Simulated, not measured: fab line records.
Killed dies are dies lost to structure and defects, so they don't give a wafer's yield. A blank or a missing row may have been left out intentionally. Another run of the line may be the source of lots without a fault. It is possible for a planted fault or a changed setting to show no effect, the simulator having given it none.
What tool caused it? ; flow nand_harc ; Sampling: 6 lots, 18 wafers, 4 of 1159 route steps

## WHAT THE GAUGES READ, wafer by wafer
NHARC_A_ONON_D1_THK_MEAS_21: measures by ellipsometry.
lot;measured;on;thk_nm (nm)
L947;day 8 09:35;film_metro-02;1005 1005 1005
L948;day 8 19:51;film_metro-02;997 997 997
L952;day 9 16:02;film_metro-02;990 992 992
L959;day 11 14:25;film_metro-02;987 989 987
L960;day 11 21:12;film_metro-02;982 982 983
L965;day 13 00:46;film_metro-02;1009 1007 1008

## TOOL THAT RAN EACH LOT (tool first, then ch and the chambers of the sampled wafers, then the start)
lot;NHARC_P_M2_DEP_33;NHARC_P_BONDPAD_ANNEAL_28;NHARC_A_ONON_D1_DEP_19
L947;pecvd-04 ch 0,1, day 6 17:40;rtp_anneal-02 ch 0, day 6 21:17;pecvd_onon-01 ch 0, day 8 09:08
L948;pecvd-03 ch 0,2, day 7 04:06;rtp_anneal-02 ch 0, day 7 07:32;pecvd_onon-01 ch 0, day 8 19:20
L952;pecvd-04 ch 0,1, day 8 02:40;rtp_anneal-02 ch 0, day 8 06:12;pecvd_onon-03 ch 0, day 9 15:32
L959;pecvd-03 ch 0,1, day 9 19:29;rtp_anneal-02 ch 0, day 9 23:05;pecvd_onon-02 ch 0, day 11 13:57
L960;pecvd-04 ch 1,2, day 10 08:31;rtp_anneal-02 ch 0, day 10 12:10;pecvd_onon-03 ch 0, day 11 20:41
L965;pecvd-04 ch 1,2, day 11 09:33;rtp_anneal-01 ch 0, day 11 13:29;pecvd_onon-03 ch 0, day 13 00:16
- NHARC_P_M2_DEP_33: deposits SiCN, target thk 30 nm.
- NHARC_P_BONDPAD_ANNEAL_28: time 90 s.
- NHARC_A_ONON_D1_DEP_19: target thk 1000 nm.

## THE ANSWER, worked out from the rows above alone
Rule: usual is defined by the lots themselves. The widest of any qualifying gaps counts: lots, ordered by their means at a reading, are off when they make up no more than a third of the lots, leave a main group of 4 or more, and stand apart from it by 3 or more times the standard deviation of that group's means. A main group whose means are all the same, to the digits that the tables above print for the reading, isn't used. A lot without any number at a reading at which 4 lots or more have one is off too. The other lots that the step has rows for count as sound.
No lot is off at any reading shown: from this, nothing can be told.

## WHAT THE SIMULATOR PUT IN
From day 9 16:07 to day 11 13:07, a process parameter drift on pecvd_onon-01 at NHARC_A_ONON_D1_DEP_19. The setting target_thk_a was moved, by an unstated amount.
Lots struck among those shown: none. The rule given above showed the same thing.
